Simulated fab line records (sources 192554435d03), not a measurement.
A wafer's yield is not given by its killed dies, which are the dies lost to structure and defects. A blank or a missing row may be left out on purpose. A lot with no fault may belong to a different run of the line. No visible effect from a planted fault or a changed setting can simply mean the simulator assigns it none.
Matching of chambers	flow n5-finfet	4 sister chambers for N5_HKMG_FIN_ETCH_86 on rie-diel-04
The step etches SOC in N2/H2, stops on TiN, target depth 393.2 nm. 27 wafers are shown with their chamber, then 12 later ones without.

== EACH WAFER AND ITS CHAMBER ==
wafer	chamber	showerhead-plenum-p-Torr (Torr)	throttle-valve-pct (%)	oes-product-au (a.u.)
L074.2	1	2.61	17.80	0.92
L074.3	3	2.63	17.70	0.74
L074.4	0	2.55	17.98	0.78
L075.1	3	2.63	17.68	0.74
L075.2	0	2.54	17.98	0.77
L075.3	1	2.61	17.82	0.92
L075.4	2	2.52	17.56	0.71
L075.5	1	2.61	17.83	0.91
L075.6	2	2.52	17.57	0.72
L077.1	1	2.61	17.83	0.89
L077.4	2	2.52	17.57	0.71
L077.6	0	2.54	17.99	0.77
L078.1	3	2.62	17.70	0.74
L078.3	2	2.52	17.58	0.71
L078.6	3	2.62	17.67	0.74
L079.1	1	2.61	17.84	0.89
L079.3	3	2.62	17.70	0.73
L079.5	2	2.51	17.58	0.71
L082.1	1	2.60	17.86	0.87
L082.2	2	2.51	17.60	0.70
L082.6	3	2.62	17.71	0.73
L086.2	3	2.62	17.73	0.73
L086.3	0	2.53	18.03	0.75
L086.4	1	2.60	17.87	0.86
L088.1	0	2.53	18.04	0.75
L088.2	3	2.62	17.73	0.72
L088.5	1	2.60	17.87	0.85

SIGNATURES, as means of the wafers listed above
reading	chamber 0	chamber 1	chamber 2	chamber 3	scatter within a chamber
showerhead-plenum-p-Torr	2.5380	2.6063	2.5167	2.6225	0.00571
throttle-valve-pct	18.0040	17.8400	17.5767	17.7025	0.0227
oes-product-au	0.7640	0.8888	0.7100	0.7338	0.0167
Rule: a wafer lies at a distance from a chamber equal to the root of the sum of squares, over the readings, of (its reading less the chamber's mean, divided by the reading's scatter). The wafer belongs to the nearest chamber; if the next one is less than 2 further off, it can't be placed. The scatter: the root of (the sum of the squares of (reading less its chamber's mean) over the shown wafers, divided by (wafers less chambers)).

== WAFERS WITHOUT THEIR CHAMBER ==
wafer	showerhead-plenum-p-Torr (Torr)	throttle-valve-pct (%)	oes-product-au (a.u.)
L089.1	2.60	17.88	0.84
L089.5	2.61	17.76	0.71
L089.6	2.53	18.03	0.75
L095.1	2.53	18.05	0.74
L095.2	2.50	17.64	0.68
L095.3	2.59	17.88	0.83
L095.4	2.61	17.76	0.71
L095.5	2.53	18.06	0.74
L095.6	2.59	17.89	0.83
L096.1	2.53	18.06	0.74
L096.2	2.50	17.64	0.68
L096.3	2.61	17.76	0.71

== CHAMBER TAKEN BY EACH ==
wafer	from the rows above	in truth
L089.1	1	1
L089.5	3	3
L089.6	0	0
L095.1	0	0
L095.2	2	2
L095.3	1	1
L095.4	3	3
L095.5	0	0
L095.6	1	1
L096.1	0	0
L096.2	2	2
L096.3	3	3
Correctly placed: 12 of 12. From these rows, 0 cannot be placed. Wrongly placed: 0.
